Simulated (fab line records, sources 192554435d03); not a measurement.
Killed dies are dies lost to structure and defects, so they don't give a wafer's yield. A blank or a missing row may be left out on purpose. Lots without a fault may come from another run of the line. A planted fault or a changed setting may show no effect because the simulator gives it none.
One fault seen from 2 desks | flow n5_finfet | each desk has only its own numbers; what lay behind them comes last

THE METROLOGY DESK
What the gauges read, lot by lot, whatever tool the lot ran on: means of the sampled wafers that have a number. A lot is out of limits, marked OUT, if its mean lies more than 4 standard deviations from the usual mean; the brackets give that distance.
Columns: A = cd_nm at N5_BEOL_M10_CD_MEAS_35, usual 69.8 nm
lot  | first seen here | A
L739 | day 12 06:28    | 69.2
L742 | day 12 11:26    | 69.5
L740 | day 12 15:31    | 69.7
L743 | day 13 03:42    | 69.7
L745 | day 14 09:23    | 69.6
L748 | day 14 12:56    | 69.7
L752 | day 15 01:59    | 70.2
L755 | day 15 18:44    | 70.1
L754 | day 17 00:11    | 69.9
L760 | day 17 12:01    | 70.6
L759 | day 18 06:11    | 70.1
This desk's finding: nothing out of limits on any of the 11 lots.

THE TOOL OWNER'S DESK: pecvd-01
The tool's own readings at N5_BEOL_M11_ILD_DEP_00 (deposits SiCOH lowk from DEMS/porogen, target thk 308.51 nm, time 58 s): means of the sampled wafers that have a number, for each lot that ran on this tool. A lot is out of limits, marked OUT, if its mean lies more than 4 standard deviations from the usual mean; the brackets give that distance.
Columns: A = heater_power_w at N5_BEOL_M11_ILD_DEP_00, usual 309 W; B = showerhead_plenum_p_Torr at N5_BEOL_M11_ILD_DEP_00, usual 5.740 Torr; C = susceptor_temp_C at N5_BEOL_M11_ILD_DEP_00, usual 300.02 C; D = throttle_valve_pct at N5_BEOL_M11_ILD_DEP_00, usual 14.4 %
lot  | first seen here | A   | B     | C                 | D
L739 | day 12 08:43    | 270 | 5.744 | 300.11            | 13.6
L743 | day 13 06:14    | 250 | 5.740 | 300.18            | 13.7
L745 | day 14 12:20    | 303 | 5.734 | 301.15 (+5.2) OUT | 13.9
L748 | day 14 15:20    | 284 | 5.734 | 302.18 (+9.8) OUT | 14.3
L752 | day 15 06:03    | 292 | 5.738 | 300.85            | 13.8
L759 | day 18 08:55    | 286 | 5.744 | 299.92            | 14.0
This desk's finding: out of limits on L745, L748; first on L745, day 14 12:20 (susceptor_temp_C at N5_BEOL_M11_ILD_DEP_00). In limits: L739, L743, L752, L759.

PUT TOGETHER
The tool owner's desk could have raised an alarm at day 14 12:20, on L745, L748.
The metrology desk saw nothing out of limits.
The metrology desk has L745, L748 on record, within its limits.
Of the lots named, all ran N5_BEOL_M11_ILD_DEP_00 on pecvd-01.

WHAT THE SIMULATOR HAD PUT IN
Process parameter drift: pecvd-01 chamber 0, from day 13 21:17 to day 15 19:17, at N5_BEOL_M11_ILD_DEP_00. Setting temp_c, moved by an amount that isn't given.
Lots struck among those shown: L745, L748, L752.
Hours from the fault's start to each desk's first reading out of limits: the tool owner's desk, 15.
